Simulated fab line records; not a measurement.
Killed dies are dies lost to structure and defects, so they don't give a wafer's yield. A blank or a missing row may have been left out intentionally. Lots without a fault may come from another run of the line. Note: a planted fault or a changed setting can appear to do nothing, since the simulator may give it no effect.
The tool behind it: which one? | flow nand_harc | 6 lots with 18 wafers sampled at 3 steps, on a route of 1159 steps

== WHAT THE GAUGES READ, wafer by wafer ==
NHARC_THIN_TSV_CD_MEAS_33: target cd 5000 nm.
lot  | measured     | on        | cd_nm (nm)
L600 | day 19 15:20 | cd_sem-03 | 5003.0 5001.1 5001.8
L601 | day 19 17:31 | cd_sem-03 | 4998.2 5002.6 4999.2
L605 | day 20 23:40 | cd_sem-01 | 5000.6 5000.8 4999.7
L610 | day 21 05:53 | cd_sem-02 | 5000.9 5001.7 4998.6
L615 | day 22 13:11 | cd_sem-03 | 4999.0 4997.2 5001.8
L620 | day 24 04:15 | cd_sem-01 | 4997.1 4999.2 5000.3

== WHICH TOOL RAN EACH LOT (tool, then ch and the chambers of the sampled wafers, then the start) ==
lot  | NHARC_A_SGD_CUT_ETCH_16            | NHARC_THIN_TSV_DEP_47
L600 | rie_diel-05 ch 0,2, day 14 04:38   | pecvd-01 ch 0,2, day 19 11:12
L601 | rie_diel-05 ch 1,3, day 14 16:18   | pecvd-01 ch 0,2, day 19 13:26
L605 | rie_diel-02 ch 1,2, day 15 02:21   | pecvd-02 ch 0,2, day 20 19:43
L610 | rie_diel-12 ch 0,1,2, day 16 10:00 | pecvd-02 ch 0,2, day 21 01:50
L615 | rie_diel-12 ch 0,1,2, day 17 17:52 | pecvd-02 ch 1,2, day 22 08:54
L620 | rie_diel-12 ch 1,2,3, day 19 04:16 | pecvd-04 ch 1,2, day 24 00:01
- NHARC_A_SGD_CUT_ETCH_16: etches the open film in C4F8/O2/Ar, target depth 310.5 nm, time 155.2 s.
- NHARC_THIN_TSV_DEP_47: deposits SiO2, target thk 200 nm.

== THE ANSWER, worked out from the rows above alone ==
Rule: the usual values come from the lots themselves. The widest of any qualifying gaps counts: lots, ordered by their means at a reading, are off when they make up no more than a third of the lots, leave a main group of 4 or more, and stand apart from it by 3 or more times the standard deviation of that group's means. The tables above print the reading to a certain number of digits; a main group whose means all agree to those digits is not used. Also off: a lot with no number at a reading for which 4 or more lots have one. The other lots that the step has rows for count as sound.
None of the lots is off at any reading shown; this tells nothing.

== WHAT THE SIMULATOR HAD PUT IN ==
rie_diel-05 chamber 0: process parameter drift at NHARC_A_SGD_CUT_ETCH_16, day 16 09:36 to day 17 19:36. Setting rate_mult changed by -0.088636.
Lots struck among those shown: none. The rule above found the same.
